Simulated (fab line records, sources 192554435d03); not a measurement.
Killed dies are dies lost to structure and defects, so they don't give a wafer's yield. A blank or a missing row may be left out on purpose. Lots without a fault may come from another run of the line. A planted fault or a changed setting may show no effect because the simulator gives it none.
One fault seen from 2 desks | flow n5_finfet | each desk has only its own numbers; what lay behind them comes last

THE TOOL OWNER'S DESK: litho_track-04
The tool's own readings at N5_WELL_APT_COAT_02 (resist thk 950 nm): means of the sampled wafers that have a number, for each lot that ran on this tool. A lot is out of limits, marked OUT, if its mean lies more than 4 standard deviations from the usual mean; the brackets give that distance.
Columns: A = spin_speed_rpm at N5_WELL_APT_COAT_02, usual 1357.0 rpm
lot  | first seen here | A
L218 | day 2 01:29     | 1355.6
L221 | day 2 20:16     | 1357.0
L222 | day 3 01:20     | 1356.3
L226 | day 4 01:26     | 1357.9
L237 | day 6 20:38     | 1300.8 (-56) OUT
L238 | day 7 01:20     | 1298.6 (-58) OUT
This desk's finding: out of limits on L237, L238; first on L237, day 6 20:38 (spin_speed_rpm at N5_WELL_APT_COAT_02). In limits: L218, L221, L222, L226.

THE DEFECT DESK
What the inspections along the route counted, lot by lot: means of the sampled wafers that have a number. A lot is out of limits, marked OUT, if its mean lies more than 4 standard deviations from the usual mean; the brackets give that distance.
Columns: A = raw_defect_count at N5_WELL_APT_INSPECT_27, usual 1.9
lot  | first seen here | A
L217 | day 1 21:02     | 2.3
L218 | day 2 03:05     | 2.3
L221 | day 2 21:52     | 4.0
L222 | day 3 02:49     | 1.3
L225 | day 3 22:16     | 2.7
L226 | day 4 02:53     | 3.0
L227 | day 4 09:08     | 1.7
L228 | day 4 15:07     | 1.7
L232 | day 5 14:59     | 2.3
L237 | day 6 22:07     | 2.0
L238 | day 7 02:47     | 0.7
This desk's finding: nothing out of limits on any of the 11 lots.

PUT TOGETHER
The tool owner's desk could have raised an alarm at day 6 20:38, on L237, L238.
The defect desk saw nothing out of limits.
The defect desk has L237, L238 on record, within its limits.
Of the lots named, all ran N5_WELL_APT_COAT_02 on litho_track-04.

WHAT THE SIMULATOR HAD PUT IN
Process parameter drift: litho_track-04, from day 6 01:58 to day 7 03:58, at N5_WELL_APT_COAT_02. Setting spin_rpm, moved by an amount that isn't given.
Lots struck among those shown: L237, L238.
Hours from the fault's start to each desk's first reading out of limits: the tool owner's desk, 19.
